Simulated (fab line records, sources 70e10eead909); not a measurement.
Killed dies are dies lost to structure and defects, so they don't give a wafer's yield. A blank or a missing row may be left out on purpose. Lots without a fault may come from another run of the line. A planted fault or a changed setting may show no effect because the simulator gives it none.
Tool commonality check | flow nand_harc | 12 lots, 36 wafers sampled

WHY IT WAS OPENED
At NHARC_P_GATE_CD_MEAS_26 the reading cd_nm is flagged on 2 of 12 lots. Wafers without a fault read 120.0 nm, standard deviation 0.47.
Rule: a lot is flagged when every wafer of it that has a number lies more than 4 standard deviations from that mean, or none has a number. The other lots count as sound.

lot  | measured     | on        | cd_nm (nm), wafer by wafer | flag
L872 | day 5 06:17  | cd_sem-01 | 120.4 120.3 120.4          |
L874 | day 5 19:08  | cd_sem-02 | 120.1 119.9 120.1          |
L879 | day 7 19:55  | cd_sem-03 | 119.9 119.7 119.9          |
L880 | day 8 12:14  | cd_sem-01 | 120.1 120.0 120.4          |
L882 | day 8 21:58  | cd_sem-02 | 120.3 120.0 120.4          |
L881 | day 8 22:07  | cd_sem-02 | 120.1 119.7 119.8          |
L884 | day 9 23:40  | cd_sem-01 | 120.3 119.9 119.8          |
L885 | day 10 11:47 | cd_sem-01 | 130.4 130.3 130.2          | FLAGGED
L887 | day 11 02:47 | cd_sem-02 | 129.4 129.8 129.5          | FLAGGED
L893 | day 13 15:13 | cd_sem-02 | 120.4 120.2 120.5          |
L894 | day 14 10:57 | cd_sem-03 | 121.7 121.4 121.0          |
L895 | day 14 18:37 | cd_sem-01 | 120.5 119.8 120.6          |
The numbers of the flagged lots are 129.9 nm on average: +9.9 nm against the usual, or +21 standard deviations.

WHICH TOOL RAN EACH LOT
The record holds 2 process steps before the reading, out of a route of 1302 steps. In each cell: the tool, then ch and the chambers that the sampled wafers went through, then the start.
lot  | flag    | NHARC_P_STI_ETCH_15              | NHARC_P_GATE_PEB_24
L872 |         | rie_si-06 ch 1,2,3, day 3 03:04  | litho_track-06 ch 0, day 5 06:12
L874 |         | rie_si-04 ch 1,2,3, day 3 16:23  | litho_track-06 ch 0, day 5 19:04
L879 |         | rie_si-05 ch 2,3, day 5 19:03    | litho_track-01 ch 0, day 7 19:50
L880 |         | rie_si-04 ch 0,1,3, day 6 03:34  | litho_track-01 ch 0, day 8 12:10
L882 |         | rie_si-04 ch 0,1,2, day 6 23:27  | litho_track-06 ch 0, day 8 21:53
L881 |         | rie_si-06 ch 1,2,3, day 6 14:40  | litho_track-04 ch 0, day 8 22:02
L884 |         | rie_si-05 ch 1,3, day 7 22:51    | litho_track-04 ch 0, day 9 23:35
L885 | FLAGGED | rie_si-04 ch 0,1,3, day 8 07:18  | litho_track-04 ch 0, day 10 11:42
L887 | FLAGGED | rie_si-05 ch 0,1,3, day 9 01:23  | litho_track-04 ch 0, day 11 02:42
L893 |         | rie_si-05 ch 0,1,3, day 11 14:22 | litho_track-06 ch 0, day 13 15:08
L894 |         | rie_si-04 ch 2,3, day 12 02:29   | litho_track-01 ch 0, day 14 10:52
L895 |         | rie_si-05 ch 0,1,2, day 12 12:32 | litho_track-04 ch 0, day 14 18:32
What these steps do:
- NHARC_P_STI_ETCH_15: etches the open film in HBr/Cl2, target depth 300 nm, time 100.1 s.
- NHARC_P_GATE_PEB_24: peb time 65 s.
- NHARC_P_GATE_CD_MEAS_26: target cd 120 nm.

FLAGGED OVER TOTAL, TOOL BY TOOL (the gauges that took the reading come last)
step                    | tool           | lots run | flagged | share of the flagged lots | sound lots run after its first flagged lot
NHARC_P_STI_ETCH_15     | rie_si-04      | 5        | 1       | some                      | 1 (L894)
NHARC_P_STI_ETCH_15     | rie_si-05      | 5        | 1       | some                      | 2 (L893,L895)
NHARC_P_STI_ETCH_15     | rie_si-06      | 2        | 0       | none                      | -
NHARC_P_GATE_PEB_24     | litho_track-01 | 3        | 0       | none                      | -
NHARC_P_GATE_PEB_24     | litho_track-04 | 5        | 2       | all                       | 1 (L895)
NHARC_P_GATE_PEB_24     | litho_track-06 | 4        | 0       | none                      | -
NHARC_P_GATE_CD_MEAS_26 | cd_sem-01      | 5        | 1       | some                      | 1 (L895)
NHARC_P_GATE_CD_MEAS_26 | cd_sem-02      | 5        | 1       | some                      | 1 (L893)
NHARC_P_GATE_CD_MEAS_26 | cd_sem-03      | 2        | 0       | none                      | -

WHAT THE TABLE ALLOWS
1 row of the table ran every flagged lot: litho_track-04 at NHARC_P_GATE_PEB_24.
- litho_track-04 at NHARC_P_GATE_PEB_24: 2 of its 5 lots flagged. Sound lots ran on it after the first flagged one (L895), which a lasting fault on the whole tool wouldn't allow. Its own readings lie more than 4 standard deviations out on every wafer of the flagged lots: heater_power_total_W.
No row of the table ran every flagged lot and no sound lot after the first.

WHAT THE SIMULATOR HAD PUT IN
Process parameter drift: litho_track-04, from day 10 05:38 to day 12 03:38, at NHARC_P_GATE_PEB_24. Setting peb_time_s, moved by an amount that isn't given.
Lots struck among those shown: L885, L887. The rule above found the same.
